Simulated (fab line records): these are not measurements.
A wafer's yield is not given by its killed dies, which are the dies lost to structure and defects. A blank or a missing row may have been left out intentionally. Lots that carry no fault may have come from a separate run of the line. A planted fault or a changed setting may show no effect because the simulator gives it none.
Problem report, 8D (eight disciplines) form, completed by code | flow nandHarc | the parts of the form that need people (team, actions taken, sign-off) are left out

1. THE ISSUE
Wafers without a fault read 3.1 %, standard deviation 1.2; sort_bin_2_pct at NHARC_END_SORT_01 reads a mean of 93.8 % on 2 wafers belonging to 2 lots. Relative to the usual mean, that is a shift of +76 standard deviations.
Earliest sighting: wafer L126.2 on prober-01 at day 31 12:11. Wafers with a number at this step in the record: 6, from 2 lots. Rule for "out", or "out of limits": more than 4 standard deviations from the usual mean. The rest of the wafers with a number are treated as sound.

2. WHAT IT IS; WHAT IT IS NOT
question                    | is                                                                                                      | is not
which readings at this step | sort_bin_2_pct, defectLimitedYield, killedAtArray, killedDies, sortNPass, sortRimYieldPct, sortYieldPct | killedAtOther, killedAtPeriphery, killedOpen, killedShort, sort_bin_3_pct
which lots                  | L125, L126                                                                                              | -
which wafers of those lots  | L125.2, L126.2                                                                                          | L125.1, L125.3, L126.3, L126.6
read on which gauges        | prober-01                                                                                               | -
when                        | from day 31 12:11                                                                                       | up to then (0 sound wafers); but 4 sound wafers of L125, L126 came after

3. SUSPECTS, AND WHAT RULES EACH OUT
Counting: if a tool at a process step up to the reading ran every lot that is out, it stays a suspect. Sound lots after the first of them don't rule it out here, since some wafers of a struck lot are sound.
- the gauge at NHARC_END_SORT_01: kept. All the wafers that are out were read on prober-01, and no step on other tools shows them out.
- ecdCu-02 at NHARC_A_BONDPAD_ECD_18 (material Cu, target thk 400 nm): kept. It ran every lot that is out, first L126 (day 30 01:52).
After counting, ecdCu-02 at NHARC_A_BONDPAD_ECD_18 and prober-01 at NHARC_END_SORT_01 remain.

4. THE CAUSE (what the simulator had put in)
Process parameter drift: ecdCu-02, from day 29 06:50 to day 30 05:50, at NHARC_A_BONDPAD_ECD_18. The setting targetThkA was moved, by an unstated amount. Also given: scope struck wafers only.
Counting left 2 suspects, and this tool is among them.

5. THE EFFECT CHAIN, in route order
Each row: a reading whose mean over the struck wafers that have a number lies more than 3 standard deviations from the usual. Readings are gone through only where the record gives a usual standard deviation; hours: the median, over the lots, of the time from a lot's start at the first step in this table giving one to that lot's start at this step; sigmas: the change measured in usual standard deviations.
hours | step              | reading            | usual  | on struck wafers | change | sigmas
0     | NHARC_END_SORT_01 | defectLimitedYield | 91.2 % | 0.0              | -91.2  | -35
0     | NHARC_END_SORT_01 | killedAtArray      | 55     | 672              | +618   | +36
0     | NHARC_END_SORT_01 | killedDies         | 59     | 677              | +618   | +34
0     | NHARC_END_SORT_01 | sort_bin_2_pct     | 3.1 %  | 93.8             | +90.7  | +76
0     | NHARC_END_SORT_01 | sortNPass          | 618    | 0                | -618   | -34
0     | NHARC_END_SORT_01 | sortRimYieldPct    | 93 %   | 0                | -93    | -25
0     | NHARC_END_SORT_01 | sortYieldPct       | 91.2 % | 0.0              | -91.2  | -35

6. HOW IT WOULD HAVE BEEN CAUGHT EARLIER
Counted from the fault's start at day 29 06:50, it took 53 hours until the first out-of-limits reading at a measuring or inspecting step in this record, taken at day 31 12:11.
By day 31 12:11, every lot that is out (2) had started NHARC_A_BONDPAD_ECD_18 on ecdCu-02. Holding the tool at that point would not have protected any of them.
